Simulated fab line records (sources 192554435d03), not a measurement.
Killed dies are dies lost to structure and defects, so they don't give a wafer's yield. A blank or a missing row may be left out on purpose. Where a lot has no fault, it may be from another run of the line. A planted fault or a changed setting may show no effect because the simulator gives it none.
Matching of chambers | flow n5-finfet | 4 sister chambers for N5_BEOL_M10_ETCH_62 on rie-diel-02
The step etches SOC in N2/H2, target depth 110 nm, overetch 22 nm, time 165 s. 18 wafers are shown with their chamber, then 9 later ones without.

## EACH WAFER AND ITS CHAMBER
wafer  | chamber | drypump-motor-current-A (A) | showerhead-plenum-p-Torr (Torr) | rf-vpp-V (V)
L074.1 | 3       | 6.1                         | 2.42                            | 521.6
L074.2 | 2       | 6.1                         | 2.63                            | 526.2
L074.6 | 3       | 6.1                         | 2.42                            | 520.2
L079.2 | 1       | 5.0                         | 2.42                            | 520.9
L079.4 | 0       | 5.9                         | 2.40                            | 519.6
L079.5 | 2       | 6.2                         | 2.62                            | 526.1
L081.1 | 1       | 5.0                         | 2.42                            | 520.9
L081.3 | 3       | 6.1                         | 2.41                            | 521.4
L081.5 | 2       | 6.2                         | 2.62                            | 526.8
L082.1 | 2       | 6.2                         | 2.62                            | 526.6
L082.4 | 0       | 5.9                         | 2.39                            | 519.5
L082.5 | 1       | 5.0                         | 2.42                            | 520.5
L087.1 | 1       | 5.0                         | 2.42                            | 520.3
L087.3 | 3       | 6.1                         | 2.41                            | 518.8
L087.5 | 1       | 5.0                         | 2.41                            | 519.4
L085.1 | 3       | 6.1                         | 2.41                            | 520.8
L085.5 | 3       | 6.1                         | 2.41                            | 519.8
L085.6 | 2       | 6.1                         | 2.62                            | 526.5

SIGNATURES, as means of the wafers listed above
reading                  | chamber 0 | chamber 1 | chamber 2 | chamber 3 | scatter within a chamber
drypump-motor-current-A  | 5.900     | 5.000     | 6.160     | 6.100     | 0.0293
showerhead-plenum-p-Torr | 2.3950    | 2.4180    | 2.6220    | 2.4133    | 0.00495
rf-vpp-V                 | 519.550   | 520.400   | 526.440   | 520.433   | 0.728
Rule: a wafer's distance from a chamber is the root of the sum, over the readings, of the square of ((its reading less the chamber's mean) divided by the reading's scatter). If the next closest chamber is less than 2 further off than the closest, the wafer can't be placed; otherwise it belongs to the closest. The scatter is the square root of a quotient: the sum, over the shown wafers, of each reading's squared deviation from its chamber's mean, divided by wafers minus chambers.

## WAFERS WITH NO CHAMBER GIVEN
wafer  | drypump-motor-current-A (A) | showerhead-plenum-p-Torr (Torr) | rf-vpp-V (V)
L086.1 | 6.2                         | 2.62                            | 524.7
L086.2 | 6.1                         | 2.41                            | 520.3
L086.3 | 5.9                         | 2.39                            | 520.3
L095.3 | 6.2                         | 2.61                            | 524.8
L095.4 | 5.9                         | 2.71                            | 528.4
L095.5 | 6.2                         | 2.61                            | 526.5
L097.1 | 6.2                         | 2.61                            | 524.6
L097.2 | 6.1                         | 2.72                            | 528.8
L097.3 | 5.9                         | 2.70                            | 526.8

## WHICH CHAMBER EACH ONE RAN IN
wafer  | from the rows above | in truth
L086.1 | 2                   | 2
L086.2 | 3                   | 3
L086.3 | 0                   | 0
L095.3 | 2                   | 2
L095.4 | 2                   | 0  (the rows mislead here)
L095.5 | 2                   | 2
L097.1 | 2                   | 2
L097.2 | 2                   | 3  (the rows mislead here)
L097.3 | 2                   | 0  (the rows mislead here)
Placed correctly: 6 of 9. Left unplaced by these rows: 0. Placed wrongly: 3.
